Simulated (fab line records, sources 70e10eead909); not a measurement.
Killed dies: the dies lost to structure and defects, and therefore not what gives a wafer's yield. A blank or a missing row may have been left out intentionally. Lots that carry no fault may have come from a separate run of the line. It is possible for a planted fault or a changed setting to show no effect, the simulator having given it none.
The tool behind it: which one? | flow nand harc | 15 lots with 43 wafers sampled at 4 steps, on a route of 1159 steps

WHAT THE GAUGES READ, wafer by wafer
The record holds no reading of a measuring or inspecting step that can be judged against a usual standard deviation.

TOOL THAT RAN EACH LOT (tool first, then ch and the chambers of the sampled wafers, then the start)
lot  | NHARC_P_ZERO_WELL_ETCH_62                    | NHARC_P_GATE_HM_DEP_102       | NHARC_P_GATE_ETCH_114              | NHARC_P_GATE_DESCUM_48
L431 | rie diel-07 ch 2,3, day 4 10:11 or earlier   | acl dep-02 ch 0, day 4 10:11  | rie diel-13 ch 0,1,3, day 4 12:00  | rie diel-13 ch 0,1,3, day 5 01:35
L435 | rie diel-12 ch 0,2, day 5 13:57 or earlier   | acl dep-01 ch 0, day 5 13:57  | rie diel-03 ch 1,2, day 5 15:00    | rie diel-08 ch 0,2, day 6 03:11
L436 | rie diel-12 ch 0, day 5 22:37 or earlier     | acl dep-03 ch 0, day 5 22:37  | rie diel-03 ch 1, day 6 00:00      | rie diel-03 ch 0,1, day 6 12:27
L437 | rie diel-06 ch 0,2,3, day 6 06:53 or earlier | acl dep-02 ch 0, day 6 06:53  | rie diel-03 ch 1,2,3, day 6 08:00  | rie diel-03 ch 1,2,3, day 6 20:10
L443 | rie diel-06 ch 0,1,3, day 7 18:46 or earlier | acl dep-03 ch 0, day 7 18:46  | rie diel-13 ch 1,3, day 7 21:00    | rie diel-03 ch 1,2,3, day 8 09:31
L444 | rie diel-07 ch 1,3, day 7 18:47 or earlier   | acl dep-02 ch 0, day 7 18:47  | rie diel-13 ch 1,2,3, day 7 21:00  | rie diel-13 ch 1,2, day 8 09:20
L446 | rie diel-06 ch 0,1, day 8 09:23 or earlier   | acl dep-01 ch 0, day 8 09:23  | rie diel-13 ch 2,3, day 8 11:00    | rie diel-03 ch 0,1,3, day 9 01:16
L447 | rie diel-06 ch 0,1, day 8 09:27 or earlier   | acl dep-03 ch 0, day 8 09:27  | rie diel-08 ch 1,2,3, day 8 11:00  | rie diel-03 ch 1,2,3, day 8 22:59
L448 | rie diel-07 ch 2,3, day 8 22:51 or earlier   | acl dep-02 ch 0, day 8 22:51  | rie diel-13 ch 0,1,3, day 9 00:00  | rie diel-08 ch 0,2,3, day 9 13:47
L449 | rie diel-07 ch 0,2,3, day 8 22:52 or earlier | acl dep-03 ch 0, day 8 22:52  | rie diel-03 ch 1,2,3, day 9 00:00  | rie diel-03 ch 0,1, day 9 12:09
L450 | rie diel-12 ch 0,1,3, day 9 08:10 or earlier | acl dep-01 ch 0, day 9 08:10  | rie diel-03 ch 0,2,3, day 9 09:00  | rie diel-13 ch 0,1,2, day 9 21:29
L451 | rie diel-06 ch 2,3, day 9 14:58 or earlier   | acl dep-03 ch 0, day 9 14:58  | rie diel-03 ch 0,1, day 9 16:00    | rie diel-13 ch 1,2, day 10 04:30
L452 | rie diel-06 ch 0,3, day 9 23:25 or earlier   | acl dep-01 ch 0, day 9 23:25  | rie diel-08 ch 0,1,3, day 10 02:00 | rie diel-03 ch 0,1,3, day 10 14:05
L453 | rie diel-07 ch 1,2, day 10 05:40 or earlier  | acl dep-03 ch 0, day 10 05:40 | rie diel-13 ch 0,1,2, day 10 07:00 | rie diel-13 ch 2,3, day 10 19:37
L454 | rie diel-12 ch 0,1, day 10 05:55 or earlier  | acl dep-01 ch 0, day 10 05:55 | rie diel-08 ch 1,2,3, day 10 08:00 | rie diel-13 ch 0,1,3, day 10 19:48
- NHARC_P_ZERO_WELL_ETCH_62: etches the open film in CHF3/Ar, target depth 13 nm, time 6.5 s.
- NHARC_P_GATE_HM_DEP_102: deposits aC, target thk 120 nm.
- NHARC_P_GATE_ETCH_114: etches the open film in CF4/O2, target depth 30 nm, overetch 3 nm, time 16.5 s.
- NHARC_P_GATE_DESCUM_48: chemistry O2, time 3 s.

WHAT THE TOOLS THEMSELVES READ (means of the sampled wafers that have a number; where no wafer has one, the mark that the record gives instead)
NHARC_P_ZERO_WELL_ETCH_62. Usual: drypump motor current A 5.7 A, standard deviation 0.45; oes product au 0.962 a.u., standard deviation 0.022; rf vpp V 370.2 V, standard deviation 1.9; showerhead plenum p Torr 2.33 Torr, standard deviation 0.081; throttle valve pct 20.216 %, standard deviation 0.0087.
lot  | tool        | drypump motor current A (A) | oes product au (a.u.) | rf vpp V (V) | showerhead plenum p Torr (Torr) | throttle valve pct (%) | flag
L431 | rie diel-07 | 5.9                         | 0.966                 | 368.3        | 2.26                            | 20.211                 |
L435 | rie diel-12 | 5.5                         | 0.972                 | 370.5        | 2.36                            | 20.218                 |
L436 | rie diel-12 | 6.0                         | 0.974                 | 371.0        | 2.41                            | 20.220                 |
L437 | rie diel-06 | 5.4                         | 0.966                 | 370.3        | 2.35                            | 20.213                 |
L443 | rie diel-06 | 5.3                         | 0.972                 | 370.6        | 2.34                            | 20.220                 |
L444 | rie diel-07 | 5.7                         | 0.962                 | 369.2        | 2.31                            | 20.213                 |
L446 | rie diel-06 | 5.5                         | 0.960                 | 369.1        | 2.28                            | 20.213                 |
L447 | rie diel-06 | 5.2                         | 0.990                 | 370.4        | 2.33                            | 20.221                 |
L448 | rie diel-07 | 6.0                         | 0.962                 | 368.5        | 2.25                            | 20.219                 |
L449 | rie diel-07 | 5.7                         | 0.973                 | 369.5        | 2.32                            | 20.214                 |
L450 | rie diel-12 | 6.2                         | 0.957                 | 371.1        | 2.39                            | 20.217                 |
L451 | rie diel-06 | 5.8                         | 0.954                 | 370.1        | 2.30                            | 20.212                 |
L452 | rie diel-06 | 5.1                         | 0.991                 | 371.9        | 2.40                            | 20.219                 |
L453 | rie diel-07 | 5.7                         | 0.967                 | 370.5        | 2.30                            | 20.214                 |
L454 | rie diel-12 | 6.1                         | 0.959                 | 371.9        | 2.42                            | 20.213                 |

NHARC_P_GATE_HM_DEP_102. Usual: 34.999 % for throttle valve pct, sd 0.0097.
lot  | tool       | throttle valve pct (%) | flag
L431 | acl dep-02 | 34.997                 |
L435 | acl dep-01 | 34.995                 |
L436 | acl dep-03 | 35.018                 |
L437 | acl dep-02 | 35.007                 |
L443 | acl dep-03 | 35.006                 |
L444 | acl dep-02 | 35.002                 |
L446 | acl dep-01 | 34.998                 |
L447 | acl dep-03 | 35.001                 |
L448 | acl dep-02 | 35.003                 |
L449 | acl dep-03 | 34.995                 |
L450 | acl dep-01 | 34.991                 |
L451 | acl dep-03 | 34.992                 |
L452 | acl dep-01 | 35.004                 |
L453 | acl dep-03 | 34.986                 |
L454 | acl dep-01 | 34.997                 |

NHARC_P_GATE_ETCH_114. Usual: drypump motor current A 5.8 A, standard deviation 0.46; oes product au 1.001 a.u., standard deviation 0.013; rf vpp V 197.5 V, standard deviation 1.5; showerhead plenum p Torr 1.32 Torr, standard deviation 0.059; throttle valve pct 13.398 %, standard deviation 0.0093.
lot  | tool        | drypump motor current A (A) | oes product au (a.u.) | rf vpp V (V) | showerhead plenum p Torr (Torr) | throttle valve pct (%) | flag
L431 | rie diel-13 | 6.1                         | 0.995                 | 196.4        | 1.28                            | 13.390                 |
L435 | rie diel-03 | 5.5                         | 0.969                 | 199.1        | 1.39                            | 13.392                 |
L436 | rie diel-03 | 5.3                         | 0.968                 | 199.7        | 1.43                            | 13.385                 |
L437 | rie diel-03 | 5.9                         | 0.976                 | 198.6        | 1.35                            | 13.403                 |
L443 | rie diel-13 | 6.0                         | 0.992                 | 198.1        | 1.35                            | 13.392                 |
L444 | rie diel-13 | 5.7                         | 0.988                 | 198.4        | 1.36                            | 13.399                 |
L446 | rie diel-13 | 5.7                         | 0.988                 | 199.9        | 1.40                            | 13.400                 |
L447 | rie diel-08 | 5.4                         | 0.997                 | 196.8        | 1.26                            | 13.391                 |
L448 | rie diel-13 | 6.1                         | 0.995                 | 197.7        | 1.34                            | 13.395                 |
L449 | rie diel-03 | 5.9                         | 1.011                 | 197.7        | 1.35                            | 13.399                 |
L450 | rie diel-03 | 6.1                         | 1.005                 | 197.3        | 1.31                            | 13.399                 |
L451 | rie diel-03 | 5.7                         | 1.005                 | 197.5        | 1.34                            | 13.391                 |
L452 | rie diel-08 | 5.6                         | 1.011                 | 195.1        | 1.26                            | 13.393                 |
L453 | rie diel-13 | 5.7                         | 0.997                 | 196.9        | 1.30                            | 13.399                 |
L454 | rie diel-08 | 5.4                         | 1.006                 | 196.4        | 1.26                            | 13.396                 |

NHARC_P_GATE_DESCUM_48. Usual: drypump motor current A 5.8 A, standard deviation 0.46; oes product au 1.000 a.u., standard deviation 0.012; rf vpp V 57.9 V, standard deviation 0.9; showerhead plenum p Torr 1.90 Torr, standard deviation 0.09; throttle valve pct 11.311 %, standard deviation 0.0084.
lot  | tool        | drypump motor current A (A) | oes product au (a.u.) | rf vpp V (V) | showerhead plenum p Torr (Torr) | throttle valve pct (%) | flag
L431 | rie diel-13 | 6.1                         | 0.992                 | 58.2         | 1.83                            | 11.308                 |
L435 | rie diel-08 | 5.2                         | 0.987                 | 57.8         | 1.83                            | 11.313                 |
L436 | rie diel-03 | 5.7                         | 1.007                 | 59.2         | 1.97                            | 11.314                 |
L437 | rie diel-03 | 5.9                         | 1.008                 | 58.1         | 1.94                            | 11.310                 |
L443 | rie diel-03 | 5.9                         | 1.002                 | 57.6         | 1.94                            | 11.309                 |
L444 | rie diel-13 | 5.7                         | 0.996                 | 57.4         | 1.88                            | 11.305                 |
L446 | rie diel-03 | 5.9                         | 1.000                 | 57.7         | 1.92                            | 11.296                 |
L447 | rie diel-03 | 5.9                         | 1.009                 | 58.0         | 1.94                            | 11.313                 |
L448 | rie diel-08 | 5.2                         | 1.007                 | 57.2         | 1.82                            | 11.321                 |
L449 | rie diel-03 | 5.6                         | 1.000                 | 58.3         | 1.99                            | 11.309                 |
L450 | rie diel-13 | 5.7                         | 0.992                 | 57.1         | 1.86                            | 11.310                 |
L451 | rie diel-13 | 5.3                         | 0.989                 | 57.0         | 1.88                            | 11.318                 |
L452 | rie diel-03 | 5.9                         | 0.999                 | 57.9         | 1.92                            | 11.312                 |
L453 | rie diel-13 | 5.7                         | 0.995                 | 58.1         | 2.00                            | 11.313                 |
L454 | rie diel-13 | 6.1                         | 0.994                 | 58.7         | 1.92                            | 11.317                 |

THE ANSWER, worked out from the rows above alone
Rule: a lot is off if the mean of its wafers that have a number lies more than 3 standard deviations from the usual mean. Also off: a lot with no number at a reading for which 4 or more lots have one. The other lots that the step has rows for count as sound. The gauges are gone through in route order, then the tools' own readings, and for those a lot's mean is taken as printed above. The first step at which some lot is off is used, and at that step the reading that is off furthest; a lot without a number counts as furthest.
Nothing can be told from this: no lot is off at any reading shown.

WHAT THE SIMULATOR PUT IN
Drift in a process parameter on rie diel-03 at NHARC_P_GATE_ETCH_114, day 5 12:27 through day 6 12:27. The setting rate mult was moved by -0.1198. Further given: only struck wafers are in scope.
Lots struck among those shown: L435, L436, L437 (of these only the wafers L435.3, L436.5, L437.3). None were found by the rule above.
